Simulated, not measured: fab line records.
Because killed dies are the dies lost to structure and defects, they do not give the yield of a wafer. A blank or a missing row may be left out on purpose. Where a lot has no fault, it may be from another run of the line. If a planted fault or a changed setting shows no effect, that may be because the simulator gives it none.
Split-lot study :: flow n5_finfet :: 7 lots, 21 wafers read, on a route of 1938 steps

## ON THE SPLIT
At N5_GATE_CUT_EXPOSE_10 (exposes mask GATE CUT, target cd 20 nm), the setting dose_mj was moved away from the recipe's 43.25 on 4 of the 21 wafers read, by -3.8% to +4.4%. All remaining wafers had this setting at the recipe value.

## FROM THE SPLIT TO THE READING: what the file shows between them, 11 steps
- N5_GATE_CUT_PEB_11: peb time 60 s
- N5_GATE_CUT_DEVELOP_12: develop time 30 s
- N5_GATE_CUT_DESCUM_18: chemistry O2, time 7 s
- N5_GATE_CUT_ETCH_28: etches underlayer in N2/H2, target depth 13 nm, time 10.4 s
- N5_GATE_CUT_ETCH_36: etches SiARC in CF4, target depth 13 nm, time 21.7 s
- N5_GATE_CUT_ETCH_37: etches SOC in N2/H2, target depth 60 nm, overetch 12 nm, time 90 s
- N5_GATE_CUT_STRIP_38: strips in N2/H2
- N5_GATE_CUT_STRIP_39: strips in N2/H2
- N5_GATE_CUT_HM_OPEN_40: chemistry C4F6/O2, target SiO2, target depth 139 nm, time 85.1 s
- N5_GATE_CUT_CUT_ETCH_54: etches TiN in Cl2/BCl3, target depth 96.7 nm (also split here: Cl2_flow_sccm)
- N5_GATE_CUT_CUT_ETCH_55: etches HfO2 in BCl3, target depth 3.2 nm

## THE READING
GATE_CUT.cd_nm (the simulator's own value, which no gauge read), in nm, at N5_GATE_CUT_ETCH_47 (etches SiO2 in Cl2/BCl3, target depth 10 nm). No usual value for it is given in the file. Across the 17 wafers here that went through the recipe, the average is 20.2 nm and the standard deviation 0.21 nm.

wafer: L074.1
tool, chamber at the split: euv_scanner-01, 0
dose_mj as run: 43.25
against the recipe: recipe
GATE_CUT.cd_nm, nm: 19.8
against lot-mates on the recipe: -

wafer: L074.2
tool, chamber at the split: euv_scanner-01, 0
dose_mj as run: 41.61
against the recipe: -3.8%
GATE_CUT.cd_nm, nm: 19
against lot-mates on the recipe: -0.9

wafer: L074.6
tool, chamber at the split: euv_scanner-01, 0
dose_mj as run: 43.25
against the recipe: recipe
GATE_CUT.cd_nm, nm: 20
against lot-mates on the recipe: -

wafer: L076.1
tool, chamber at the split: euv_scanner-02, 0
dose_mj as run: 45.17
against the recipe: +4.4%
GATE_CUT.cd_nm, nm: 21
against lot-mates on the recipe: +1.0

wafer: L076.2
tool, chamber at the split: euv_scanner-02, 0
dose_mj as run: 43.25
against the recipe: recipe
GATE_CUT.cd_nm, nm: 20
against lot-mates on the recipe: -

wafer: L076.3
tool, chamber at the split: euv_scanner-02, 0
dose_mj as run: 45.17
against the recipe: +4.4%
GATE_CUT.cd_nm, nm: 20.8
against lot-mates on the recipe: +0.8

wafer: L082.1
tool, chamber at the split: euv_scanner-02, 0
dose_mj as run: 43.25
against the recipe: recipe
GATE_CUT.cd_nm, nm: 20.4
against lot-mates on the recipe: -

wafer: L082.4
tool, chamber at the split: euv_scanner-02, 0
dose_mj as run: 43.25
against the recipe: recipe
GATE_CUT.cd_nm, nm: 20.2
against lot-mates on the recipe: -

wafer: L082.6
tool, chamber at the split: euv_scanner-02, 0
dose_mj as run: 43.25
against the recipe: recipe
GATE_CUT.cd_nm, nm: 20.2
against lot-mates on the recipe: -

wafer: L087.4
tool, chamber at the split: euv_scanner-02, 0
dose_mj as run: 43.25
against the recipe: recipe
GATE_CUT.cd_nm, nm: 19.8
against lot-mates on the recipe: -

wafer: L087.5
tool, chamber at the split: euv_scanner-02, 0
dose_mj as run: 43.25
against the recipe: recipe
GATE_CUT.cd_nm, nm: 20.4
against lot-mates on the recipe: -

wafer: L087.6
tool, chamber at the split: euv_scanner-02, 0
dose_mj as run: 43.25
against the recipe: recipe
GATE_CUT.cd_nm, nm: 20
against lot-mates on the recipe: -

wafer: L089.1
tool, chamber at the split: euv_scanner-01, 0
dose_mj as run: 43.25
against the recipe: recipe
GATE_CUT.cd_nm, nm: 20.2
against lot-mates on the recipe: -

wafer: L089.2
tool, chamber at the split: euv_scanner-01, 0
dose_mj as run: 43.25
against the recipe: recipe
GATE_CUT.cd_nm, nm: 20.2
against lot-mates on the recipe: -

wafer: L089.4
tool, chamber at the split: euv_scanner-01, 0
dose_mj as run: 43.25
against the recipe: recipe
GATE_CUT.cd_nm, nm: 20
against lot-mates on the recipe: -

wafer: L094.1
tool, chamber at the split: euv_scanner-01, 0
dose_mj as run: 43.25
against the recipe: recipe
GATE_CUT.cd_nm, nm: 20.2
against lot-mates on the recipe: -

wafer: L094.5
tool, chamber at the split: euv_scanner-01, 0
dose_mj as run: 43.25
against the recipe: recipe
GATE_CUT.cd_nm, nm: 20.2
against lot-mates on the recipe: -

wafer: L094.3
tool, chamber at the split: euv_scanner-01, 0
dose_mj as run: 43.25
against the recipe: recipe
GATE_CUT.cd_nm, nm: 20.4
against lot-mates on the recipe: -

wafer: L095.2
tool, chamber at the split: euv_scanner-01, 0
dose_mj as run: 43.25
against the recipe: recipe
GATE_CUT.cd_nm, nm: 20.2
against lot-mates on the recipe: -

wafer: L095.4
tool, chamber at the split: euv_scanner-01, 0
dose_mj as run: 42.01
against the recipe: -2.9%
GATE_CUT.cd_nm, nm: 19.4
against lot-mates on the recipe: -1.0

wafer: L095.6
tool, chamber at the split: euv_scanner-01, 0
dose_mj as run: 43.25
against the recipe: recipe
GATE_CUT.cd_nm, nm: 20.6
against lot-mates on the recipe: -

THE FIT
A straight line over all 21 wafers: GATE_CUT.cd_nm changes by +0.213 nm for each +1% of dose_mj; r = +0.86; the points scatter about the line by 0.22 nm.
The same after taking each lot's own level away (the mean of its wafers on the recipe; 21 wafers): +0.231 nm for each +1%; r = +0.93; scatter 0.16 nm.
On that fit, the largest move of dose_mj shifts the reading by 1 nm.
Across the lots, their own levels run from 19.90 to 20.40 nm, a range of 2.4 times the standard deviation given above.
The two slopes are in agreement: the lot-to-lot level therefore moves the slope only a little.
Check: for one of the wafers moved furthest among these (+4.4%), held out of the fit, the line's prediction against its lot-mates is +0.995 nm. It came out at +1 nm against them.

## ADDITIONAL SPLITS CARRIED BY THESE WAFERS
Before the reading, these wafers also passed through other splits. Each is held against what the fit with the lots' levels taken away leaves over:
other split on the same wafers: N5_SD_EPI_P_EPI_21 time_s
wafers away from the commonest value: 6
r with GATE_CUT.cd_nm (lot level and that fit taken away): -0.13

other split on the same wafers: N5_HKMG_FIN_COAT_06 spin_rpm
wafers away from the commonest value: 11
r with GATE_CUT.cd_nm (lot level and that fit taken away): +0.06

other split on the same wafers: N5_GATE_CUT_COAT_34 spin_rpm
wafers away from the commonest value: 9
r with GATE_CUT.cd_nm (lot level and that fit taken away): +0.34

other split on the same wafers: N5_GATE_CUT_CUT_ETCH_54 Cl2_flow_sccm
wafers away from the commonest value: 3
r with GATE_CUT.cd_nm (lot level and that fit taken away): -0.05

## THE WHOLE CHAIN: every reading that the file lists as answering this split, in the file's order
step: N5_GATE_CUT_DESCUM_18
what it does: chemistry O2, time 7 s
reading: GATE_CUT.cd_nm (the simulator's own value, which no gauge read)
change (the file's fit): +0.235 nm for each +1% of the setting
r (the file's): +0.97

step: N5_GATE_CUT_ETCH_36
what it does: etches SiARC in CF4, target depth 13 nm, time 21.7 s
reading: GATE_CUT.cd_nm (the simulator's own value, which no gauge read)
change (the file's fit): +0.224 nm for each +1% of the setting
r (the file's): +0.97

step: N5_GATE_CUT_HM_OPEN_40
what it does: chemistry C4F6/O2, target SiO2, target depth 139 nm, time 85.1 s
reading: GATE_CUT.cd_nm (the simulator's own value, which no gauge read)
change (the file's fit): +0.211 nm for each +1% of the setting
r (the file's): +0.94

step: N5_GATE_CUT_ETCH_47
what it does: etches SiO2 in Cl2/BCl3, target depth 10 nm
reading: GATE_CUT.cd_nm (the simulator's own value, which no gauge read)
change (the file's fit): +0.243 nm for each +1% of the setting
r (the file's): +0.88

## FILE'S OWN FIT
GATE_CUT.cd_nm changes by +0.243 nm for each +1% of dose_mj, r = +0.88.
